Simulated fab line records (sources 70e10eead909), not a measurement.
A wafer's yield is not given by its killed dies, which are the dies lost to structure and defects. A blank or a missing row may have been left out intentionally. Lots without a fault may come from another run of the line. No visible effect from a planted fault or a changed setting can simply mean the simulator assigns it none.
fab line records | flow nand-harc
record: lots: 12 wafers: 36 last-day: 33
route steps=1302 shown P_M0@267 P_M1@293
lots with no fault: from the same line, run without faults
start-h: hours from the record's first day to the start of the lot's first wafer shown | wait-h: hours since the lot's step before | " repeats the value in the row above | L1.1+2: one row covering several wafers at once | - value missing, or start not given | * or withheld: withheld | < > ~ a bound
route shown NAME@n: names a module that has steps shown in the file, with the first one's number in the route | usual: mean/standard deviation taken from wafers without a fault | same: alike in all rows | chamber/n: place in a boat | sites: per-site readings | _std_site: how widely they spread, as a standard deviation | _edge_site: inner sites' mean taken away from outer sites' mean | radius-mm: for every site, how far away it sits from the centre of the wafer | mask NAME#n: copy n | behind: tool/chamber where the wafer was last shaped | hold: why the lot went on hold/how many hours it stayed there/how the hold came to an end | device: the transistor (n, p or np) that didn't switch | end of line: tests run on the same wafers once the route is complete | a step with no rows: only its recipe | killed: not the wafer's yield, but the dies lost to structure and defects at the first sort | map: a wafer's dies, x killed, . not, _ none there
set.NAME: the setting as run; set.NAME@STEP: as run at that earlier step | model.NAME: the simulator's own value behind a step, which no gauge read
a sample of lots followed through the steps of the route, with each step as a table and each wafer as a row
services: from which hour (start-h, from the record's first day; less than 0 if before it) a tool's chamber was out of use, for how many hours, and why
== steps ==
step: NHARC_P_M0_ETCH_34
recipe: target-depth-a: 400 overetch-a: 120 time-s: 43.94 ion-energy-ev: 200 n2-flow-sccm: 150 h2-flow-sccm: 150 ar-flow-sccm: 0 rf-w: 400 bias-w: 150 chemistry: N2/H2
usual: drypump-motor-current-A: 5.7/0.47 oes-product-au: 1.003/0.0099 rf-vpp-V: 430.1/2.6 showerhead-plenum-p-Torr: 2.02/0.088 throttle-valve-pct: 14.170/0.0092
columns lot.wafer tool chamber start-h wait-h drypump-motor-current-A oes-product-au rf-hours-counter-h rf-vpp-V showerhead-plenum-p-Torr throttle-valve-pct
L110.2 rie-diel-13 1 133.05 0.1 4.8 0.994 47 431.1 2.01 14.170
L110.4 " 3 " " 5.2 0.988 43 426.9 1.90 14.167
L110.3 " 0 " " 6.5 1.000 46 432.5 2.02 14.170
L111.1 rie-diel-13 3 139.19 0.1 5.3 0.984 44 426.8 1.90 14.173
L111.2 " 0 " " 6.5 0.997 46 429.6 2.02 14.160
L111.5 " 2 " " 5.6 0.992 - 428.5 1.99 14.174
L113.2 rie-diel-11 1 163.94 0.1 6.3 0.998 27 431.7 2.05 14.177
L113.3 " 2 " " 5.3 1.011 29 429.6 1.99 14.182
L113.6 " 0 " " 6.0 1.011 - 434.6 2.21 14.182
L115.3 rie-diel-11 3 185.07 0.1 6.2 1.003 30 426.9 1.88 14.175
L115.6 " 2 " " 5.3 1.016 - 429.8 1.99 14.181
L115.5 " 3 " " 6.2 0.997 - 425.5 1.88 14.170
L116.3 rie-diel-11 1 185.85 0.1 6.3 1.004 36 431.5 2.04 14.174
L116.1 " 2 " " 5.3 1.012 37 429.1 1.99 14.177
L116.6 " 0 " " 6.0 1.007 - 435.3 2.21 14.184
L118.2 rie-diel-04 2 210.58 0.1 5.7 1.004 5 430.0 2.03 14.165
L118.1 " 0 " " 5.4 1.022 3 428.4 2.00 14.164
L118.5 " 2 " " 5.7 0.996 - 430.7 2.03 14.166
L122.1 rie-diel-11 2 268.08 0.1 5.3 1.024 1 427.8 1.98 14.170
L122.6 " 3 " " 6.2 0.994 - 435.7 2.22 14.161
L122.5 " 0 " " 5.9 1.008 - 434.8 2.20 14.176
L124.4 rie-diel-11 3 268.91 0.1 6.2 0.998 1 435.6 2.22 14.177
L124.3 " 0 " " 6.0 1.007 1 436.4 2.20 14.176
L124.1 " 1 " " 6.3 1.000 1 431.3 2.03 14.173
L128.2 rie-diel-11 3 307.23 0.1 6.2 1.006 11 436.7 2.21 14.169
L128.3 " 0 " " 6.0 0.997 10 435.6 2.19 14.166
L128.5 " 0 " " 6.0 1.008 - 433.0 2.19 14.174
L130.1 rie-diel-04 2 331.86 0.1 5.7 0.999 24 429.1 2.03 14.163
L130.4 " 0 " " 5.4 1.020 27 429.6 1.99 14.179
L130.5 " 1 " " 5.2 0.997 - 428.0 1.93 14.186
L131.1 rie-diel-04 2 336.91 0.1 5.7 1.002 25 429.8 2.03 14.163
L131.4 " 3 " " 5.7 1.001 29 431.3 2.04 14.182
L131.3 " 0 " " 5.4 1.026 28 429.0 1.99 14.169
L132.2 rie-diel-13 0 353.13 0.1 6.5 1.013 0 429.0 2.00 14.160
L132.4 " 3 " " 5.2 0.991 0 434.6 2.22 14.172
L132.5 " 1 " " 4.8 0.990 - 430.9 1.99 14.176
step: NHARC_P_M0_PRE_CLEAN_29
recipe: time-s: 30 temp-c: 280 gas: H2/He
usual: heater-power-w: 431/52
columns lot.wafer tool chamber start-h wait-h heater-power-w
L110.2 pvd-sputter-03 - - - 393
L110.3 " - " " 375
L110.4 " - " " 386
L111.2 pvd-sputter-01 - - - 455
L111.1 " - " " 489
L111.5 " - " " 453
L113.2 pvd-sputter-01 - - - 434
L113.3 " - " " 513
L113.6 " - " " 444
L115.3 pvd-sputter-03 - - - 431
L115.5 " - " " 421
L115.6 " - " " 345
L116.1 pvd-sputter-01 - - - 487
L116.3 " - " " 511
L116.6 " - " " 500
L118.2 pvd-sputter-01 - - - 448
L118.1 " - " " 501
L118.5 " - " " 516
L122.1 pvd-sputter-01 - - - 472
L122.6 " - " " 467
L122.5 " - " " 491
L124.4 pvd-sputter-03 - - - 426
L124.3 " - " " 360
L124.1 " - " " 358
L128.2 pvd-sputter-02 - - - 397
L128.3 " - " " 416
L128.5 " - " " 375
L130.1 pvd-sputter-03 - - - 421
L130.4 " - " " 412
L130.5 " - " " 355
L131.3 pvd-sputter-02 - - - 384
L131.4 " - " " 373
L131.1 " - " " 411
L132.2 pvd-sputter-01 - - - 467
L132.4 " - " " 483
L132.5 " - " " 461
step: NHARC_P_M0_CMP_23
recipe: t-overpolish-s: 20 target-thk-nm: 117.54
usual: motor-current-A: 12.3/1.2 time-to-endpoint-s: 29.5/2.7
columns lot.wafer tool chamber start-h wait-h motor-current-A time-to-endpoint-s
L110.4 cmp-04 2 135.02 - 12.2 25.6
L110.3 " 3 " " 14.3 26.0
L110.2 " 0 " " 12.3 29.9
L111.1 cmp-02 0 141.09 - 13.9 27.4
L111.2 " 2 " " 12.4 25.5
L111.5 " 0 " " 14.2 26.3
L113.2 cmp-02 0 165.95 - 13.6 32.2
L113.3 " 2 " " 12.2 30.1
L113.6 " 1 " " 12.2 28.7
L115.3 cmp-01 0 187.06 - 13.9 29.1
L115.6 " 1 " " 12.1 29.0
L115.5 " 2 " " 11.9 28.8
L116.1 cmp-02 3 188.27 - 10.4 31.0
L116.3 " 0 " " 13.6 31.0
L116.6 " 2 " " 13.2 28.4
L118.2 cmp-02 2 212.55 - 12.6 30.6
L118.1 " 0 " " 13.9 32.4
L118.5 " 1 " " 12.7 29.0
L122.1 cmp-02 0 269.97 - 14.3 32.5
L122.5 " 0 " " 13.6 31.7
L122.6 " 1 " " 12.6 27.5
L124.4 cmp-04 3 270.82 - 14.4 29.7
L124.1 " 0 " " 12.5 31.8
L124.3 " 2 " " 11.7 30.0
L128.2 cmp-02 0 309.14 - 13.4 32.4
L128.3 " 3 " " 9.7 34.5
L128.5 " 1 " " 12.5 31.0
L130.4 cmp-01 2 333.86 - 12.4 29.2
L130.1 " 3 " " 10.6 32.8
L130.5 " 1 " " 12.9 29.5
L131.1 cmp-04 2 339.03 - 11.4 27.1
L131.3 " 3 " " 14.3 27.7
L131.4 " 1 " " 11.4 30.6
L132.2 cmp-01 2 355.11 - 12.0 29.5
L132.4 " 1 " " 12.3 31.3
L132.5 " 3 " " 10.4 32.1
step: NHARC_P_M1_PEB_07
recipe: peb-temp-c: 100 peb-time-s: 65
usual: heater-power-total-W: 156.6/0.43 plate-temp-C: 100.02/0.14
columns lot.wafer tool chamber start-h wait-h heater-power-total-W plate-temp-C
L110.2 litho-track-01 0 136.90 0.1 155.9 99.99
L110.3 " 0 " " 156.3 99.99
L110.4 " 0 " " 157.0 100.05
L111.1 litho-track-06 0 142.75 0.1 156.4 99.74
L111.2 " 0 " " 156.6 99.98
L111.5 " 0 " " 156.0 99.98
L113.2 litho-track-06 0 167.71 0.1 156.1 99.90
L113.3 " 0 " " 156.9 99.91
L113.6 " 0 " " 156.8 100.06
L115.3 litho-track-06 0 188.67 0.0 156.8 99.99
L115.5 " 0 " " 156.5 100.13
L115.6 " 0 " " 157.2 99.75
L116.1 litho-track-01 0 189.98 0.1 156.9 100.32
L116.3 " 0 " " 155.9 99.92
L116.6 " 0 " " 157.0 100.17
L118.1 litho-track-04 0 214.30 0.1 156.4 99.88
L118.2 " 0 " " 157.1 99.84
L118.5 " 0 " " 156.0 99.92
L122.1 litho-track-01 0 271.73 0.1 177.7 -
L122.5 " 0 " " 178.0 -
L122.6 " 0 " " 177.6 -
L124.1 litho-track-01 0 272.60 0.1 178.4 -
L124.3 " 0 " " 177.6 -
L124.4 " 0 " " 178.7 -
L128.2 litho-track-04 0 310.83 0.1 157.0 99.99
L128.3 " 0 " " 156.7 100.11
L128.5 " 0 " " 156.1 100.12
L130.1 litho-track-06 0 335.62 0.1 156.7 100.01
L130.4 " 0 " " 157.1 100.10
L130.5 " 0 " " 155.9 99.82
L131.1 litho-track-01 0 340.82 0.1 157.1 99.99
L131.3 " 0 " " 156.1 100.17
L131.4 " 0 " " 157.0 99.90
L132.2 litho-track-01 0 356.87 0.1 156.2 99.87
L132.4 " 0 " " 156.9 100.05
L132.5 " 0 " " 157.2 99.98
step: NHARC_P_M1_CD_MEAS_09
recipe: target-cd-nm: 130 landing-energy-ev: 500
usual: cd-nm: 129.7/0.64
columns lot.wafer tool chamber start-h wait-h cd-nm
L110.2 cd-sem-03 0 136.98 - 130.1
L110.3 " 0 " " 129.7
L110.4 " 0 " " 130.1
L111.1 cd-sem-03 0 142.83 - 130.4
L111.2 " 0 " " 131.2
L111.5 " 0 " " 130.5
L113.2 cd-sem-01 0 167.79 - 129.0
L113.3 " 0 " " 129.8
L113.6 " 0 " " 129.2
L115.3 cd-sem-02 0 188.75 - 128.6
L115.5 " 0 " " 129.9
L115.6 " 0 " " 130.3
L116.1 cd-sem-01 0 190.06 - 128.7
L116.3 " 0 " " 129.4
L116.6 " 0 " " 128.7
L118.1 cd-sem-01 0 214.38 - 130.3
L118.2 " 0 " " 129.5
L118.5 " 0 " " 130.1
L122.1 cd-sem-02 0 271.81 - 119.9
L122.5 " 0 " " 120.9
L122.6 " 0 " " 120.5
L124.1 cd-sem-02 0 272.68 - 121.7
L124.3 " 0 " " 120.9
L124.4 " 0 " " 120.8
L128.2 cd-sem-03 0 310.91 - 129.2
L128.3 " 0 " " 128.7
L128.5 " 0 " " 129.1
L130.1 cd-sem-01 0 335.69 - 129.8
L130.4 " 0 " " 129.7
L130.5 " 0 " " 129.8
L131.1 cd-sem-03 0 340.90 - 129.3
L131.3 " 0 " " 129.5
L131.4 " 0 " " 129.4
L132.2 cd-sem-02 0 356.95 - 129.6
L132.4 " 0 " " 129.6
L132.5 " 0 " " 130.0
== services ==
columns tool chamber start-h hours kind
cmp-04 - 111.10 4.0 pm
cmp-04 - 123.02 1.4 repair
cmp-02 - 134.65 4.0 pm
pvd-sputter-01 - 141.20 0.8 repair
rie-diel-11 0 143.70 8.3 repair
pvd-sputter-03 - 153.36 22.0 repair
litho-track-01 - 155.00 7.0 pm
rie-diel-11 3 159.50 6.7 repair
pvd-sputter-03 - 175.37 10.0 pm
litho-track-06 - 179.00 7.0 pm
pvd-sputter-01 - 226.00 10.0 pm
cmp-02 - 232.65 4.0 pm
cmp-02 - 251.29 1.1 repair
rie-diel-11 - 255.59 9.0 pm
cmp-02 - 261.82 0.8 repair
rie-diel-11 3 270.66 5.1 repair
pvd-sputter-01 - 275.33 1.6 repair
cmp-02 - 297.53 0.9 repair
cmp-02 - 303.19 3.9 repair
litho-track-01 - 330.00 7.0 pm
cmp-02 - 330.65 4.0 pm
rie-diel-11 0 335.93 9.7 repair
pvd-sputter-03 - 353.37 10.0 pm
litho-track-06 - 354.00 7.0 pm
== key ==
first-sign: step: NHARC_P_M1_PEB_07 reading: heater-power-total-W direction: up sigmas: 50 usual: * struck: *
effect: step: NHARC_P_M1_CD_MEAS_09 reading: cd-nm direction: down sigmas: 14 usual: 129.7 struck: 120.8
met-at NHARC_P_M1_PEB_07
struck-lots L122,L124
not-acting-at NHARC_P_M0_ETCH_34,NHARC_P_M0_PRE_CLEAN_29,NHARC_P_M0_CMP_23
onset-between 189.98 271.73
fault: kind: process-parameter-drift tool: litho-track-01 chamber: - onset-h: 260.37 steps: NHARC_P_M1_PEB_07 channel: peb-time-s offset: * shape: step end-h: 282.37 acts-in: * stated: *
